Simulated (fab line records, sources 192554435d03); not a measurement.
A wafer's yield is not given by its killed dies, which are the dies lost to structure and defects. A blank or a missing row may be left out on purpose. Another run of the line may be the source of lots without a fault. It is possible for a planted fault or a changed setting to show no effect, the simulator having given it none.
fab line records	flow n5_finfet
record lots=24	wafers=72	last_day=17
route steps=1938 shown BEOL_M2@918 BEOL_M3@998
lots that met no fault: taken from a fault-free run of the same line
start_h: hours from the record's opening day to when the first of the lot's shown wafers began	wait_h: hours elapsed since this lot's preceding step	" identical to the entry in the row above	L1.1+2: one row covering several wafers at once	- no value, or no start was given	* or withheld: withheld	< > ~ a bound
route shown NAME@n: a module of which the file shows steps, and the number in the route of the first	usual: mean/standard deviation taken from wafers without a fault	same: alike in all rows	chamber/n: place in a boat	sites: per-site readings	_std_site: how widely they spread, as a standard deviation	_edge_site: mean of outer sites minus mean of inner sites	radius_mm: for every site, how far away it sits from the centre of the wafer	mask NAME#n: copy n	behind: the most recent tool/chamber to have shaped the wafer	hold: what put the lot on hold/how long, in hours/how the hold closed	device: whichever transistor did not switch (one of n, p or np)	end of line: the same wafers' tests at the end of the route	a step without rows: its recipe alone	killed: not the wafer's yield, but the dies lost to structure and defects at the first sort	map: a wafer's dies, x killed, . not, _ none there
set.NAME: the setting as run; set.NAME@STEP: as run at that earlier step	model.NAME: the simulator's own value behind a step, which no gauge read
route steps across a sampled set of lots; one table per step, one row per wafer
services: when a tool's chamber went out of use (start_h, in hours from the record's first day, below 0 if earlier), for how many hours, and the reason
## steps
# step N5_BEOL_M2_SPUTTER_94
# recipe material=Cu	target_thk_a=45	temp_c=-20	chamber_pressure_pa=0.07	power_w=withheld	time_s=8.29
# usual chuck_sensor_temp_C=-15.8/0.44	substrate_temp_c=-19.99/0.1	susceptor_temp_C=-20.00/0.11	throttle_valve_pct=29.5/1.1
lot.wafer	tool	chamber	start_h	wait_h	chuck_sensor_temp_C	substrate_temp_c	susceptor_temp_C	throttle_valve_pct
L075.3	pvd_sputter-01	-	140.19	0.1	-15.6	-19.92	-20.05	29.2
L075.5	"	-	"	"	-15.5	-20.04	-19.96	30.0
L075.6	"	-	"	"	-16.2	-19.98	-20.01	28.7
L074.2	pvd_sputter-02	-	140.33	0.1	-16.0	-20.02	-20.09	28.5
L074.3	"	-	"	"	-16.4	-20.12	-19.92	30.6
L074.4	"	-	"	"	-15.4	-20.20	-20.04	29.0
L076.2	pvd_sputter-03	-	144.65	0.1	-16.0	-19.93	-20.30	32.2
L076.5	"	-	"	"	-15.5	-19.90	-19.85	28.6
L076.6	"	-	"	"	-16.0	-20.07	-20.06	32.0
L077.2	pvd_sputter-03	-	155.78	0.1	-15.2	-20.04	-19.95	29.7
L077.5	"	-	"	"	-16.0	-19.91	-19.94	32.1
L077.6	"	-	"	"	-15.8	-20.05	-19.86	29.7
L078.1	pvd_sputter-02	-	161.89	0.1	-15.2	-19.91	-19.96	28.6
L078.3	"	-	"	"	-16.4	-19.93	-19.99	30.9
L078.6	"	-	"	"	-16.2	-20.08	-20.06	28.7
L079.3	pvd_sputter-01	-	171.31	0.1	-16.3	-20.00	-20.05	28.1
L079.5	"	-	"	"	-16.5	-19.92	-20.04	30.3
L079.6	"	-	"	"	-16.2	-20.10	-20.02	27.8
L080.1	pvd_sputter-03	-	171.41	0.1	-15.8	-19.94	-19.98	29.7
L080.4	"	-	"	"	-15.2	-20.12	-19.88	29.7
L080.5	"	-	"	"	-15.0	-20.05	-19.96	29.6
L081.2	pvd_sputter-01	-	183.22	0.1	-16.4	-19.92	-19.87	30.5
L081.4	"	-	"	"	-16.2	-19.86	-19.95	28.9
L081.6	"	-	"	"	-15.5	-19.87	-19.78	29.2
L083.4	pvd_sputter-01	-	185.85	0.1	-16.0	-19.92	-19.97	27.9
L083.5	"	-	"	"	-16.3	-20.07	-20.01	30.5
L083.6	"	-	"	"	-15.6	-20.05	-19.96	29.5
L082.1	pvd_sputter-01	-	187.69	0.1	-16.6	-20.04	-19.85	30.9
L082.2	"	-	"	"	-16.2	-20.00	-20.11	27.7
L082.4	"	-	"	"	-15.7	-20.08	-20.02	29.5
L084.3	pvd_sputter-01	-	189.65	0.1	-16.3	-19.98	-20.01	28.8
L084.4	"	-	"	"	-15.6	-20.11	-19.94	29.6
L084.5	"	-	"	"	-16.5	-19.94	-19.98	28.8
L085.2	pvd_sputter-02	-	201.20	0.1	-15.3	-19.80	-20.11	28.6
L085.3	"	-	"	"	-16.1	-19.82	-20.17	28.8
L085.6	"	-	"	"	-15.6	-19.98	-19.96	29.0
L086.1	pvd_sputter-01	-	208.05	0.1	-16.3	-20.12	-19.95	27.6
L086.2	"	-	"	"	-15.7	-20.00	-20.01	29.4
L086.4	"	-	"	"	-16.4	-19.87	-20.15	29.1
L087.2	pvd_sputter-03	-	211.30	0.1	-16.1	-20.07	-19.88	32.2
L087.3	"	-	"	"	-15.2	-20.12	-19.92	28.6
L087.6	"	-	"	"	-15.3	-20.12	-19.98	28.6
L090.1	pvd_sputter-03	-	227.03	0.1	-15.1	-19.98	-19.93	28.7
L090.4	"	-	"	"	-16.0	-19.93	-19.87	32.1
L090.6	"	-	"	"	-16.0	-20.03	-19.98	31.7
L088.1	pvd_sputter-02	-	227.42	0.1	-16.1	-19.77	-20.04	28.9
L088.2	"	-	"	"	-16.4	-19.92	-20.04	30.7
L088.4	"	-	"	"	-15.5	-20.01	-20.03	29.3
L091.1	pvd_sputter-02	-	233.56	0.1	-16.2	-20.19	-20.07	30.6
L091.3	"	-	"	"	-16.2	-20.01	-20.08	28.6
L091.4	"	-	"	"	-15.6	-20.05	-20.13	29.3
L089.1	pvd_sputter-02	-	237.88	0.1	-16.2	-20.04	-20.10	30.9
L089.4	"	-	"	"	-15.6	-20.00	-20.13	29.0
L089.6	"	-	"	"	-16.2	-19.85	-20.00	28.5
L092.2	pvd_sputter-03	-	238.52	0.1	-15.2	-19.96	-19.99	28.8
L092.4	"	-	"	"	-15.3	-19.96	-20.16	29.7
L092.6	"	-	"	"	-15.7	-19.99	-19.97	29.9
L093.1	pvd_sputter-03	-	248.39	0.1	-16.2	-20.00	-19.80	32.0
L093.5	"	-	"	"	-15.1	-19.98	-19.99	29.9
L093.6	"	-	"	"	-15.1	-19.96	-19.83	28.8
L094.2	pvd_sputter-03	-	252.55	0.1	-15.5	-19.96	-20.05	28.9
L094.3	"	-	"	"	-15.2	-19.79	-20.05	29.7
L094.5	"	-	"	"	-16.2	-20.11	-19.72	32.2
L095.1	pvd_sputter-02	-	262.19	0.1	-16.2	-19.94	-19.98	28.6
L095.2	"	-	"	"	-16.3	-19.79	-19.84	30.8
L095.4	"	-	"	"	-15.6	-19.92	-19.94	28.9
L096.2	pvd_sputter-01	-	274.62	0.1	-16.5	-19.94	-19.87	29.0
L096.3	"	-	"	"	-15.7	-19.98	-20.04	29.6
L096.4	"	-	"	"	-16.2	-19.88	-20.05	27.7
L097.2	pvd_sputter-01	-	277.82	0.1	-16.3	-19.95	-19.80	30.5
L097.3	"	-	"	"	-16.1	-19.86	-20.22	27.8
L097.6	"	-	"	"	-16.2	-20.06	-19.98	30.6
# step N5_BEOL_M2_PRE_CLEAN_60
# recipe gas=NH3/H2	time_s=15	temp_c=*	rf_power_w=300
# usual heater_power_w=75/11	susceptor_temp_C=*
lot.wafer	tool	chamber	start_h	wait_h	heater_power_w	since_wet_clean_h	susceptor_temp_C
L075.3	cvd_co-01	1	141.37	0.0	56	1120	*
L075.5	"	2	"	"	77	-	*
L075.6	"	1	"	"	55	-	*
L074.2	cvd_co-02	0	141.41	0.0	71	901	*
L074.3	"	2	"	"	81	442	*
L074.4	"	1	"	"	86	-	*
L076.2	cvd_co-02	1	145.72	0.0	84	9	*
L076.5	"	2	"	"	82	-	*
L076.6	"	0	"	"	75	-	*
L077.2	cvd_co-01	2	156.83	0.0	78	239	*
L077.5	"	2	"	"	78	-	*
L077.6	"	1	"	"	57	-	*
L078.1	cvd_co-02	0	163.09	0.0	75	923	*
L078.3	"	1	"	"	90	26	*
L078.6	"	2	"	"	81	-	*
L079.3	cvd_co-02	0	172.35	0.0	75	932	*
L079.5	"	0	"	"	74	-	*
L079.6	"	1	"	"	88	-	*
L080.1	cvd_co-01	1	172.64	0.0	56	1151	*
L080.4	"	2	"	"	77	-	*
L080.5	"	0	"	"	65	-	*
L081.2	cvd_co-01	0	184.28	0.0	65	726	*
L081.4	"	2	"	"	80	-	*
L081.6	"	0	"	"	65	-	*
L083.4	cvd_co-02	0	186.99	0.1	76	-	*
L083.5	"	1	"	"	89	-	*
L083.6	"	2	"	"	82	-	*
L082.1	cvd_co-01	2	188.74	0.0	79	271	*
L082.2	"	0	"	"	67	730	*
L082.4	"	2	"	"	79	-	*
L084.3	cvd_co-01	0	191.14	0.0	66	732	*
L084.4	"	2	"	"	78	-	*
L084.5	"	0	"	"	65	-	*
L085.2	cvd_co-02	2	202.48	0.0	82	503	*
L085.3	"	1	"	"	88	66	*
L085.6	"	0	"	"	77	-	*
L086.1	cvd_co-02	1	210.06	0.0	87	73	*
L086.2	"	0	"	"	75	970	*
L086.4	"	2	"	"	82	-	*
L087.2	cvd_co-02	2	212.62	0.0	81	513	*
L087.3	"	0	"	"	77	973	*
L087.6	"	2	"	"	80	-	*
L090.1	cvd_co-02	1	228.09	0.0	86	91	*
L090.4	"	0	"	"	77	-	*
L090.6	"	1	"	"	86	-	*
L088.1	cvd_co-01	0	228.52	0.0	66	770	*
L088.2	"	2	"	"	81	311	*
L088.4	"	1	"	"	55	-	*
L091.1	cvd_co-02	0	234.61	0.0	75	995	*
L091.3	"	2	"	"	83	535	*
L091.4	"	2	"	"	81	-	*
L089.1	cvd_co-01	2	238.95	0.0	81	321	*
L089.4	"	2	"	"	79	-	*
L089.6	"	0	"	"	67	-	*
L092.2	cvd_co-02	1	239.57	0.0	89	103	*
L092.4	"	1	"	"	88	-	*
L092.6	"	0	"	"	76	-	*
L093.1	cvd_co-01	1	249.43	0.0	56	1228	*
L093.5	"	2	"	"	79	-	*
L093.6	"	0	"	"	65	-	*
L094.2	cvd_co-01	2	253.60	0.0	81	336	*
L094.3	"	0	"	"	65	795	*
L094.5	"	0	"	"	68	-	*
L095.1	cvd_co-02	2	263.24	0.0	83	564	*
L095.2	"	0	"	"	74	1023	*
L095.4	"	0	"	"	77	-	*
L096.2	cvd_co-01	0	275.67	0.0	65	817	*
L096.3	"	1	"	"	54	1254	*
L096.4	"	2	"	"	79	-	*
L097.2	cvd_co-02	2	278.87	0.0	82	580	*
L097.3	"	0	"	"	76	1039	*
L097.6	"	1	"	"	88	-	*
# step N5_BEOL_M2_INSPECT_59
# recipe inspect_instrument=darkfield	mode=post_dep
# usual raw_defect_count=69/23
lot.wafer	tool	chamber	start_h	wait_h	raw_defect_count
L075.3	defect_inspect-01	-	141.62	0.0	31
L075.5	"	-	"	"	42
L075.6	"	-	"	"	35
L074.2	defect_inspect-01	-	141.66	0.0	59
L074.3	"	-	"	"	106
L074.4	"	-	"	"	79
L076.2	defect_inspect-01	-	145.97	0.0	62
L076.5	"	-	"	"	43
L076.6	"	-	"	"	73
L077.2	defect_inspect-01	-	157.08	0.0	93
L077.5	"	-	"	"	90
L077.6	"	-	"	"	53
L078.1	defect_inspect-02	-	163.34	0.0	55
L078.3	"	-	"	"	71
L078.6	"	-	"	"	52
L079.3	defect_inspect-02	-	172.60	0.0	109
L079.5	"	-	"	"	100
L079.6	"	-	"	"	67
L080.1	defect_inspect-02	-	172.90	0.0	72
L080.4	"	-	"	"	59
L080.5	"	-	"	"	78
L081.2	defect_inspect-01	-	184.53	0.0	42
L081.4	"	-	"	"	72
L081.6	"	-	"	"	77
L083.4	defect_inspect-01	-	187.26	0.0	63
L083.5	"	-	"	"	74
L083.6	"	-	"	"	79
L082.1	defect_inspect-01	-	188.99	0.0	46
L082.2	"	-	"	"	107
L082.4	"	-	"	"	67
L084.3	defect_inspect-02	-	191.40	0.0	81
L084.4	"	-	"	"	103
L084.5	"	-	"	"	151
L085.2	defect_inspect-01	-	202.73	0.0	58
L085.3	"	-	"	"	43
L085.6	"	-	"	"	72
L086.1	defect_inspect-01	-	210.31	0.0	55
L086.2	"	-	"	"	110
L086.4	"	-	"	"	73
L087.2	defect_inspect-02	-	212.87	0.0	46
L087.3	"	-	"	"	102
L087.6	"	-	"	"	70
L090.1	defect_inspect-02	-	228.46	0.0	54
L090.4	"	-	"	"	44
L090.6	"	-	"	"	68
L088.1	defect_inspect-01	-	228.77	0.0	67
L088.2	"	-	"	"	78
L088.4	"	-	"	"	74
L091.1	defect_inspect-01	-	234.85	0.0	48
L091.3	"	-	"	"	56
L091.4	"	-	"	"	56
L089.1	defect_inspect-02	-	239.20	0.0	49
L089.4	"	-	"	"	90
L089.6	"	-	"	"	69
L092.2	defect_inspect-02	-	239.81	0.0	104
L092.4	"	-	"	"	101
L092.6	"	-	"	"	100
L093.1	defect_inspect-01	-	249.68	0.0	47
L093.5	"	-	"	"	35
L093.6	"	-	"	"	47
L094.2	defect_inspect-02	-	253.85	0.0	77
L094.3	"	-	"	"	79
L094.5	"	-	"	"	55
L095.1	defect_inspect-01	-	263.49	0.0	73
L095.2	"	-	"	"	59
L095.4	"	-	"	"	74
L096.2	defect_inspect-02	-	275.92	0.0	46
L096.3	"	-	"	"	80
L096.4	"	-	"	"	36
L097.2	defect_inspect-01	-	279.12	0.0	33
L097.3	"	-	"	"	40
L097.6	"	-	"	"	49
# step N5_BEOL_M3_SPUTTER_81
# recipe material=Cu	target_thk_a=45	temp_c=-20	chamber_pressure_pa=0.07	power_w=withheld	time_s=8.29
# usual chuck_sensor_temp_C=-15.8/0.45	substrate_temp_c=-20.00/0.1	susceptor_temp_C=-19.99/0.12	throttle_valve_pct=29.5/1.1
lot.wafer	tool	chamber	start_h	wait_h	chuck_sensor_temp_C	substrate_temp_c	susceptor_temp_C	throttle_valve_pct
L075.3	pvd_sputter-03	-	146.46	0.1	-15.5	-19.97	-19.87	28.5
L075.5	"	-	"	"	-15.9	-20.09	-19.90	29.7
L075.6	"	-	"	"	-15.2	-20.19	-19.94	30.0
L074.2	pvd_sputter-01	-	146.68	0.1	-16.5	-19.83	-19.85	30.7
L074.3	"	-	"	"	-15.6	-20.17	-19.88	29.6
L074.4	"	-	"	"	-16.2	-19.91	-20.17	27.8
L076.2	pvd_sputter-01	-	153.35	0.1	-16.4	-19.91	-19.84	28.9
L076.5	"	-	"	"	-15.6	-20.04	-20.18	29.5
L076.6	"	-	"	"	-16.5	-20.05	-20.14	30.6
L077.2	pvd_sputter-02	-	165.72	0.1	-16.2	-20.09	-19.93	28.9
L077.5	"	-	"	"	-15.5	-20.01	-19.90	29.1
L077.6	"	-	"	"	-15.4	-19.99	-19.96	28.6
L078.1	pvd_sputter-03	-	174.71	0.1	-15.3	-19.95	-19.95	28.8
L078.3	"	-	"	"	-15.2	-20.03	-19.73	29.7
L078.6	"	-	"	"	-15.0	-20.12	-19.76	29.7
L079.3	pvd_sputter-02	-	177.41	0.1	-16.1	-19.93	-19.75	28.9
L079.5	"	-	"	"	-15.5	-20.01	-19.91	28.5
L079.6	"	-	"	"	-16.0	-19.94	-19.83	28.6
L080.1	pvd_sputter-01	-	179.37	0.1	-15.9	-19.99	-20.03	28.1
L080.4	"	-	"	"	-16.3	-20.08	-19.97	28.9
L080.5	"	-	"	"	-15.5	-19.96	-19.95	29.6
L081.2	pvd_sputter-02	-	192.40	0.1	-15.2	-20.12	-20.04	28.6
L081.4	"	-	"	"	-16.3	-19.93	-20.13	30.9
L081.6	"	-	"	"	-16.5	-19.94	-19.93	31.0
L083.4	pvd_sputter-01	-	193.99	0.1	-16.1	-19.95	-20.24	27.7
L083.5	"	-	"	"	-16.4	-19.89	-20.00	28.8
L083.6	"	-	"	"	-16.1	-19.95	-20.18	27.9
L082.1	pvd_sputter-01	-	196.71	0.1	-16.0	-19.86	-20.26	27.8
L082.2	"	-	"	"	-15.6	-19.89	-19.84	29.5
L082.4	"	-	"	"	-16.4	-20.00	-20.03	28.7
L084.3	pvd_sputter-02	-	197.72	0.1	-16.1	-19.77	-20.03	28.7
L084.4	"	-	"	"	-15.2	-20.00	-19.88	28.4
L084.5	"	-	"	"	-16.5	-20.00	-20.09	30.8
L085.2	pvd_sputter-01	-	209.97	0.1	-16.3	-19.99	-20.04	28.7
L085.3	"	-	"	"	-15.5	-20.01	-19.92	29.7
L085.6	"	-	"	"	-16.4	-20.11	-20.04	28.8
L086.1	pvd_sputter-03	-	216.38	0.1	-15.8	-19.83	-20.09	32.0
L086.2	"	-	"	"	-15.1	-20.08	-19.94	29.7
L086.4	"	-	"	"	-15.7	-20.08	-20.00	29.4
L087.2	pvd_sputter-01	-	223.93	0.1	-15.6	-19.87	-20.07	29.7
L087.3	"	-	"	"	-16.0	-20.09	-20.20	27.7
L087.6	"	-	"	"	-15.6	-19.94	-20.01	29.5
L090.1	pvd_sputter-02	-	234.30	0.1	-15.2	-19.95	-20.02	28.2
L090.4	"	-	"	"	-15.5	-20.10	-20.18	28.8
L090.6	"	-	"	"	-16.0	-20.16	-19.87	28.5
L088.1	pvd_sputter-01	-	234.98	0.1	-15.6	-20.10	-20.13	29.3
L088.2	"	-	"	"	-16.4	-19.97	-20.07	30.5
L088.4	"	-	"	"	-16.7	-19.82	-19.98	29.0
L091.1	pvd_sputter-01	-	239.47	0.1	-16.1	-20.12	-20.06	28.2
L091.3	"	-	"	"	-16.3	-20.16	-20.09	28.9
L091.4	"	-	"	"	-16.3	-19.84	-19.72	30.5
L089.1	pvd_sputter-02	-	246.69	0.1	-16.2	-19.97	-20.02	30.8
L089.4	"	-	"	"	-15.9	-20.08	-19.94	28.6
L089.6	"	-	"	"	-15.4	-20.06	-20.18	28.3
L092.2	pvd_sputter-02	-	248.79	0.1	-15.9	-20.03	-19.95	28.6
L092.4	"	-	"	"	-15.6	-19.95	-20.01	29.2
L092.6	"	-	"	"	-16.4	-20.15	-19.75	30.8
L093.1	pvd_sputter-03	-	256.89	0.1	-15.2	-19.96	-20.05	28.9
L093.5	"	-	"	"	-15.8	-20.14	-20.08	29.7
L093.6	"	-	"	"	-16.1	-19.99	-19.95	32.2
L094.2	pvd_sputter-03	-	261.78	0.1	-15.9	-20.01	-20.00	29.3
L094.3	"	-	"	"	-15.2	-19.93	-19.86	30.0
L094.5	"	-	"	"	-15.2	-20.09	-19.88	28.6
L095.1	pvd_sputter-02	-	268.66	0.1	-16.3	-19.98	-19.95	30.8
L095.2	"	-	"	"	-16.1	-20.04	-19.99	28.7
L095.4	"	-	"	"	-15.6	-19.92	-19.84	29.0
L096.2	pvd_sputter-03	-	283.16	0.1	-15.3	-19.89	-20.12	28.8
L096.3	"	-	"	"	-16.2	-19.91	-19.89	32.2
L096.4	"	-	"	"	-15.1	-20.03	-19.81	29.7
L097.2	pvd_sputter-03	-	286.06	0.1	-15.2	-20.18	-19.78	29.8
L097.3	"	-	"	"	-16.1	-19.82	-20.06	31.7
L097.6	"	-	"	"	-15.0	-20.12	-20.11	28.6
# step N5_BEOL_M3_SPUTTER_86
# recipe material=Cu	target_thk_a=45	temp_c=-20	chamber_pressure_pa=0.07	power_w=withheld	time_s=8.29
# usual chuck_sensor_temp_C=-15.8/0.45	substrate_temp_c=-19.99/0.1	susceptor_temp_C=-20.00/0.11	throttle_valve_pct=29.5/1.1
lot.wafer	tool	chamber	start_h	wait_h	chuck_sensor_temp_C	substrate_temp_c	susceptor_temp_C	throttle_valve_pct
L075.3	pvd_sputter-03	-	146.71	0.1	-15.4	-20.14	-20.01	28.6
L075.5	"	-	"	"	-15.9	-19.97	-20.14	29.6
L075.6	"	-	"	"	-15.2	-19.92	-20.18	29.7
L074.2	pvd_sputter-01	-	146.90	0.1	-16.4	-20.01	-19.97	30.8
L074.3	"	-	"	"	-15.5	-19.91	-19.88	29.4
L074.4	"	-	"	"	-16.2	-19.88	-19.95	27.7
L076.2	pvd_sputter-01	-	153.57	0.1	-16.6	-19.92	-20.10	29.0
L076.5	"	-	"	"	-15.7	-19.84	-20.03	29.5
L076.6	"	-	"	"	-16.5	-19.75	-20.13	30.8
L077.2	pvd_sputter-02	-	165.94	0.1	-16.2	-19.81	-20.13	28.6
L077.5	"	-	"	"	-15.6	-19.93	-19.96	28.9
L077.6	"	-	"	"	-15.3	-19.99	-20.07	28.4
L078.1	pvd_sputter-03	-	174.93	0.1	-15.2	-19.97	-20.00	29.1
L078.3	"	-	"	"	-15.2	-20.14	-20.09	30.0
L078.6	"	-	"	"	-15.0	-20.06	-20.08	29.9
L079.3	pvd_sputter-02	-	177.63	0.1	-16.0	-20.06	-20.10	28.6
L079.5	"	-	"	"	-15.2	-19.77	-19.95	28.7
L079.6	"	-	"	"	-16.1	-19.97	-20.08	28.6
L080.1	pvd_sputter-01	-	179.59	0.1	-16.0	-20.02	-19.96	27.7
L080.4	"	-	"	"	-16.3	-20.00	-20.09	28.9
L080.5	"	-	"	"	-15.5	-19.98	-19.99	29.6
L081.2	pvd_sputter-02	-	192.62	0.1	-15.2	-20.11	-19.99	28.6
L081.4	"	-	"	"	-16.2	-19.86	-19.96	30.6
L081.6	"	-	"	"	-16.5	-20.10	-19.93	31.1
L083.4	pvd_sputter-01	-	194.21	0.1	-16.2	-19.78	-19.96	27.9
L083.5	"	-	"	"	-16.7	-20.05	-19.84	28.8
L083.6	"	-	"	"	-15.9	-19.84	-19.96	27.7
L082.1	pvd_sputter-01	-	196.93	0.1	-16.2	-19.91	-19.95	27.9
L082.2	"	-	"	"	-15.7	-19.92	-19.81	29.8
L082.4	"	-	"	"	-16.5	-19.92	-20.18	28.8
L084.3	pvd_sputter-02	-	197.94	0.1	-16.2	-20.06	-19.99	28.8
L084.4	"	-	"	"	-15.2	-20.20	-19.94	28.7
L084.5	"	-	"	"	-16.3	-19.97	-20.13	30.9
L085.2	pvd_sputter-01	-	210.19	0.1	-16.2	-20.11	-20.13	29.0
L085.3	"	-	"	"	-15.6	-19.97	-19.99	29.6
L085.6	"	-	"	"	-16.5	-20.05	-20.05	29.0
L086.1	pvd_sputter-03	-	216.60	0.1	-16.0	-20.00	-19.95	31.9
L086.2	"	-	"	"	-15.1	-19.96	-19.84	29.6
L086.4	"	-	"	"	-15.7	-19.96	-20.31	29.6
L087.2	pvd_sputter-01	-	224.15	0.1	-15.6	-19.89	-19.83	29.7
L087.3	"	-	"	"	-15.9	-20.04	-19.85	28.0
L087.6	"	-	"	"	-15.5	-20.07	-19.97	29.3
L090.1	pvd_sputter-02	-	234.52	0.1	-15.3	-19.87	-20.09	28.7
L090.4	"	-	"	"	-15.5	-19.97	-20.08	29.3
L090.6	"	-	"	"	-15.8	-20.06	-19.91	28.8
L088.1	pvd_sputter-01	-	235.20	0.1	-15.8	-19.97	-19.95	29.7
L088.2	"	-	"	"	-16.5	-20.13	-19.78	30.4
L088.4	"	-	"	"	-16.3	-20.15	-19.92	29.1
L091.1	pvd_sputter-01	-	239.69	0.1	-16.0	-20.04	-20.17	28.1
L091.3	"	-	"	"	-16.2	-19.97	-19.92	28.8
L091.4	"	-	"	"	-16.4	-19.95	-19.94	30.6
L089.1	pvd_sputter-02	-	246.91	0.1	-16.4	-20.06	-19.91	31.1
L089.4	"	-	"	"	-16.0	-20.01	-19.99	28.7
L089.6	"	-	"	"	-15.4	-19.88	-19.94	28.7
L092.2	pvd_sputter-02	-	249.01	0.1	-16.2	-20.05	-19.95	28.4
L092.4	"	-	"	"	-15.5	-19.94	-20.08	29.2
L092.6	"	-	"	"	-16.1	-20.05	-19.90	30.8
L093.1	pvd_sputter-03	-	257.12	0.1	-15.5	-19.94	-20.09	28.6
L093.5	"	-	"	"	-15.7	-20.12	-20.11	29.6
L093.6	"	-	"	"	-16.2	-19.94	-19.99	32.2
L094.2	pvd_sputter-03	-	262.00	0.1	-15.8	-20.04	-19.86	29.2
L094.3	"	-	"	"	-15.1	-20.13	-19.97	30.0
L094.5	"	-	"	"	-15.1	-19.88	-19.85	28.8
L095.1	pvd_sputter-02	-	268.88	0.1	-16.3	-19.91	-19.97	30.8
L095.2	"	-	"	"	-16.0	-20.08	-20.07	29.0
L095.4	"	-	"	"	-15.5	-20.07	-20.11	29.0
L096.2	pvd_sputter-03	-	283.38	0.1	-15.2	-20.12	-20.06	28.7
L096.3	"	-	"	"	-16.1	-20.08	-19.96	32.2
L096.4	"	-	"	"	-15.2	-20.01	-20.17	29.7
L097.2	pvd_sputter-03	-	286.28	0.1	-15.0	-20.05	-20.09	29.7
L097.3	"	-	"	"	-16.1	-20.04	-20.18	32.1
L097.6	"	-	"	"	-15.5	-19.88	-20.04	28.7
# step N5_BEOL_M3_SPUTTER_90
# recipe material=Cu	target_thk_a=45	temp_c=-20	chamber_pressure_pa=0.07	power_w=withheld	time_s=8.29
# usual chuck_sensor_temp_C=-15.8/0.44	substrate_temp_c=-20.00/0.097	susceptor_temp_C=-19.98/0.11	throttle_valve_pct=29.5/1.1
lot.wafer	tool	chamber	start_h	wait_h	chuck_sensor_temp_C	substrate_temp_c	susceptor_temp_C	throttle_valve_pct
L075.3	pvd_sputter-03	-	147.20	0.1	-15.3	-20.03	-19.90	28.6
L075.5	"	-	"	"	-15.8	-19.95	-20.10	29.5
L075.6	"	-	"	"	-15.3	-20.04	-20.24	29.7
L074.2	pvd_sputter-01	-	147.34	0.1	-16.4	-20.04	-19.84	30.6
L074.3	"	-	"	"	-15.6	-20.02	-20.03	29.7
L074.4	"	-	"	"	-16.1	-19.92	-20.16	27.8
L076.2	pvd_sputter-01	-	154.01	0.1	-16.4	-19.93	-19.87	28.6
L076.5	"	-	"	"	-15.9	-19.78	-19.88	29.7
L076.6	"	-	"	"	-16.4	-19.93	-20.06	30.5
L077.2	pvd_sputter-02	-	166.38	0.1	-16.0	-19.79	-20.09	28.4
L077.5	"	-	"	"	-15.5	-19.94	-20.17	29.2
L077.6	"	-	"	"	-15.3	-20.17	-19.96	28.6
L078.1	pvd_sputter-03	-	175.37	0.1	-15.3	-19.96	-19.83	28.8
L078.3	"	-	"	"	-15.0	-19.80	-19.90	29.9
L078.6	"	-	"	"	-15.3	-19.89	-19.87	29.8
L079.3	pvd_sputter-02	-	178.07	0.1	-16.1	-20.04	-19.82	28.7
L079.5	"	-	"	"	-15.4	-19.82	-20.10	28.2
L079.6	"	-	"	"	-16.1	-19.99	-20.02	28.6
L080.1	pvd_sputter-01	-	180.03	0.1	-16.1	-20.09	-20.14	27.8
L080.4	"	-	"	"	-16.5	-19.94	-19.89	28.9
L080.5	"	-	"	"	-15.6	-20.06	-19.96	29.7
L081.2	pvd_sputter-02	-	193.06	0.1	-15.2	-19.94	-19.82	28.5
L081.4	"	-	"	"	-16.3	-19.97	-20.10	30.7
L081.6	"	-	"	"	-16.3	-19.92	-20.01	31.0
L083.4	pvd_sputter-01	-	194.65	0.1	-16.0	-20.11	-19.90	27.7
L083.5	"	-	"	"	-16.4	-20.08	-20.04	28.9
L083.6	"	-	"	"	-15.9	-19.96	-19.96	27.7
L082.1	pvd_sputter-01	-	197.37	0.1	-16.3	-19.99	-20.10	27.9
L082.2	"	-	"	"	-15.7	-20.15	-20.03	29.6
L082.4	"	-	"	"	-16.5	-19.91	-19.89	29.1
L084.3	pvd_sputter-02	-	198.38	0.1	-15.9	-19.87	-19.90	28.8
L084.4	"	-	"	"	-15.4	-20.03	-19.92	28.7
L084.5	"	-	"	"	-16.4	-20.07	-19.97	30.7
L085.2	pvd_sputter-01	-	210.63	0.1	-16.3	-20.03	-19.97	28.6
L085.3	"	-	"	"	-15.7	-19.94	-19.96	29.6
L085.6	"	-	"	"	-16.4	-20.08	-19.88	28.8
L086.1	pvd_sputter-03	-	217.04	0.1	-15.9	-20.17	-20.16	32.0
L086.2	"	-	"	"	-15.4	-20.01	-19.92	29.9
L086.4	"	-	"	"	-15.8	-19.95	-20.07	29.7
L087.2	pvd_sputter-01	-	224.59	0.1	-15.6	-19.98	-19.89	29.2
L087.3	"	-	"	"	-15.8	-19.99	-19.91	28.1
L087.6	"	-	"	"	-15.7	-20.00	-19.91	29.5
L090.1	pvd_sputter-02	-	234.96	0.1	-15.4	-20.18	-19.95	28.5
L090.4	"	-	"	"	-15.7	-19.91	-20.10	28.8
L090.6	"	-	"	"	-16.3	-19.99	-19.97	28.5
L088.1	pvd_sputter-01	-	235.64	0.1	-15.7	-20.06	-20.03	29.4
L088.2	"	-	"	"	-16.5	-19.91	-19.82	30.7
L088.4	"	-	"	"	-16.5	-20.01	-20.18	28.8
L091.1	pvd_sputter-01	-	240.13	0.1	-16.1	-19.94	-20.03	27.8
L091.3	"	-	"	"	-16.5	-19.97	-19.93	28.6
L091.4	"	-	"	"	-16.3	-20.19	-20.13	30.5
L089.1	pvd_sputter-02	-	247.35	0.1	-16.3	-20.04	-19.90	30.7
L089.4	"	-	"	"	-16.1	-20.11	-20.00	28.8
L089.6	"	-	"	"	-15.4	-20.08	-19.85	28.6
L092.2	pvd_sputter-02	-	249.45	0.1	-16.0	-20.05	-19.77	28.8
L092.4	"	-	"	"	-15.6	-20.04	-19.90	29.1
L092.6	"	-	"	"	-16.4	-19.99	-20.04	31.0
L093.1	pvd_sputter-03	-	257.56	0.1	-15.4	-19.79	-20.03	29.0
L093.5	"	-	"	"	-15.7	-19.96	-19.72	29.3
L093.6	"	-	"	"	-15.9	-19.89	-20.08	32.1
L094.2	pvd_sputter-03	-	262.44	0.1	-15.9	-19.97	-19.94	29.6
L094.3	"	-	"	"	-15.2	-19.95	-19.71	29.6
L094.5	"	-	"	"	-15.2	-19.99	-20.09	28.8
L095.1	pvd_sputter-02	-	269.32	0.1	-16.4	-19.83	-20.01	31.0
L095.2	"	-	"	"	-16.1	-19.94	-19.93	28.7
L095.4	"	-	"	"	-15.5	-19.95	-19.97	29.0
L096.2	pvd_sputter-03	-	283.82	0.1	-15.2	-19.96	-19.98	28.9
L096.3	"	-	"	"	-16.0	-20.01	-19.82	32.0
L096.4	"	-	"	"	-15.1	-19.99	-19.96	29.7
L097.2	pvd_sputter-03	-	286.72	0.1	-15.0	-20.00	-19.89	29.7
L097.3	"	-	"	"	-16.0	-20.10	-20.00	32.1
L097.6	"	-	"	"	-15.2	-19.94	-20.16	28.7
## services
tool	chamber	start_h	hours	kind
pvd_sputter-03	-	116.95	1.2	repair
cvd_co-02	-	136.33	2.8	pm
cvd_co-01	2	164.89	2.3	repair
cvd_co-01	0	192.50	9.5	repair
pvd_sputter-02	-	284.61	5.1	repair
## key
fault none
